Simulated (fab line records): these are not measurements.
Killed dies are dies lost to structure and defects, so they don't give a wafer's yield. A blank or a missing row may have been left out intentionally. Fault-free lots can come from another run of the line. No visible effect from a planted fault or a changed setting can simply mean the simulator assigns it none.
Struck lot and sound lot, side by side + flow n5_finfet + 37 out of 1938 route steps
Sound: these wafers, L720.1, L720.3, L720.4. Struck: wafer L723.6 (left out: L723.2, a lot-mate that was not struck); the cause follows at the end.
At each step with rows: each side's tool, then ch and its chambers, then its first start. Under that, the readings that differ: sound wafers + struck wafers + difference of the means + sigmas: that difference in standard deviations of wafers without a fault.
alike: same words and numbers on both sides, and readings whose means sit less than 2 such deviations apart. not compared: any withheld reading, any reading some wafer has no value for, any bound like >300 that may hide the same value, and any number with overlapping values for which the record gives no deviation.
A row with sigmas, a row that says differs or no value, or rows on one side alone: a step with any of these is where the two part. Numbers that don't overlap but have no deviation are shown without sigmas and don't part them. Lack of a reading on every wafer of one side parts them only where that side has two or more wafers.

first, 9 steps without rows for these wafers: N5_BEOL_M4_ANNEAL_95 (time 240 s); N5_BEOL_M4_SPUTTER_96 (material Cu, target thk 4.5 nm, time 8.29 s); N5_BEOL_M4_ECD_50 (material Cu, target thk 300 nm); N5_BEOL_M4_ANNEAL_51 (time 90 s); N5_BEOL_M4_CMP_52 (polishes, stops on SiOC, t overpolish 6.8 s, target thk 40 nm); N5_BEOL_M4_PRE_CLEAN_60 (time 15 s); N5_BEOL_M4_CO_CAP_55 (material Co, precursor CCTBA/H2, target thk 2 nm, time 102.1 s); N5_BEOL_M4_PRE_CLEAN_56 (time 15 s); N5_BEOL_M4_DEP_57 (deposits SiCN from 3MS/NH3, target thk 8 nm, time 14 s).
N5_BEOL_M4_RC_MEAS_101:
  sound on prober-01 ch 0, day 10 07:11; struck on prober-02 ch 0, day 11 11:08
  alike: DIBL_N, DIBL_P, IOFF_N, IOFF_P, ION_N, ION_P, SS_N, SS_P, VT_N, VT_P
then, 24 steps without rows for these wafers: N5_BEOL_M5_ILD_DEP_00 (deposits SiCOH lowk from DEMS/porogen, target thk 140.64 nm, time 25.9 s); N5_BEOL_M5_CURE_79 (cures SiCOH lowk, time 240 s); N5_BEOL_M5_PECVD_70 (deposits SiO2 from TEOS/O2, target thk 16 nm, time 18 s); N5_BEOL_M5_HM_DEP_02 (deposits TiN, target thk 20 nm); N5_BEOL_M5_COAT_59 (time 60 s, resist thk 60 nm); N5_BEOL_M5_COAT_60 (time 60 s, resist thk 12 nm); N5_BEOL_M5_COAT_71 (time 60 s, resist thk 5 nm); N5_BEOL_M5_COAT_05 (resist thk 30 nm); N5_BEOL_M5_EBR_07; N5_BEOL_M5_SOFTBAKE_06 (time 60 s); N5_BEOL_M5_EXPOSE_08 (exposes mask M5, target cd 28 nm); N5_BEOL_M5_PEB_09 (peb time 60 s); N5_BEOL_M5_DEVELOP_10 (develop time 30 s); N5_BEOL_M5_DESCUM_16 (chemistry O2, time 7 s); N5_BEOL_M5_ETCH_72 (etches underlayer in N2/H2, target depth 6.5 nm, time 5.2 s); N5_BEOL_M5_ETCH_61 (etches SiARC in CF4, target depth 15.6 nm, time 26 s); N5_BEOL_M5_ETCH_62 (etches SOC in N2/H2, target depth 75 nm, overetch 15 nm, time 112.5 s); N5_BEOL_M5_STRIP_63 (strips in N2/H2); N5_BEOL_M5_STRIP_73 (strips in N2/H2); N5_BEOL_M5_STRIP_64 (strips in CF4); N5_BEOL_M5_HM_OPEN_17 (chemistry Cl2/BCl3, target TiN, target depth 20 nm, overetch 6 nm); N5_BEOL_M5_STRIP_19 (strips in O2); N5_BEOL_M5_COAT_65 (time 60 s, resist thk 60 nm); N5_BEOL_M5_COAT_66 (time 60 s, resist thk 12 nm).
-- here the record skips 2 days between the struck wafers' starts before and after, leaving off in module BEOL_M5 and picking up in module BEOL_M10 (first step shown: number 1500 of the route) --
N5_BEOL_M10_PEB_26: peb time 60 s.
  sound on litho_track-02 ch 0, day 12 08:11; struck on litho_track-02 ch 0, day 13 13:06
  alike: chill_plate_temp_C
N5_BEOL_M10_CD_MEAS_28 targets a cd of 70 nm.
  sound on cd_sem-02 ch 0, day 12 08:16; struck on cd_sem-02 ch 0, day 13 13:10
| reading    | sound          | struck | difference | sigmas |
|------------|----------------|--------|------------|--------|
| cd_nm (nm) | 71.3 70.1 70.5 | 80.4   | +9.8       | +9     |
-- record jumps: 2 days separate the struck wafers' starts on either side; left off in module BEOL_M10, taken up again in module PASSIVATION, whose first shown step is the route's number 1936 --
N5_PASSIVATION_PROBE_49:
  sound on prober-02, day 14 14:40; struck on prober-01, day 15 19:46
| reading                  | sound          | struck | difference | sigmas |
|--------------------------|----------------|--------|------------|--------|
| defect_limited_yield (%) | 91.4 91.4 92.5 | 74.0   | -17.8      | -12    |
| killed_at_M4_up          | 14 16 8        | 210    | +197       | +37    |
| killed_at_front_end      | 41 34 47       | 63     | +22        | +2     |
| killed_dies              | 101 102 88     | 307    | +210       | +12    |
| killed_on_rim            | 13 15 5        | 75     | +64        | +15    |
| sort_n_pass              | 1079 1078 1092 | 873    | -210       | -12    |
| sort_yield_pct (%)       | 91.4 91.4 92.5 | 74.0   | -17.8      | -12    |
  alike: killed_at_M0_to_M3, killed_at_contacts, killed_at_other, killed_open, killed_short, sort_bin_4_leakage, sort_bin_5_function, sort_bin_6_memory

## WHERE THEY PART
Last at N5_PASSIVATION_PROBE_49 as far as this record goes, first at N5_BEOL_M10_CD_MEAS_28.

WHY: what the simulator had put in
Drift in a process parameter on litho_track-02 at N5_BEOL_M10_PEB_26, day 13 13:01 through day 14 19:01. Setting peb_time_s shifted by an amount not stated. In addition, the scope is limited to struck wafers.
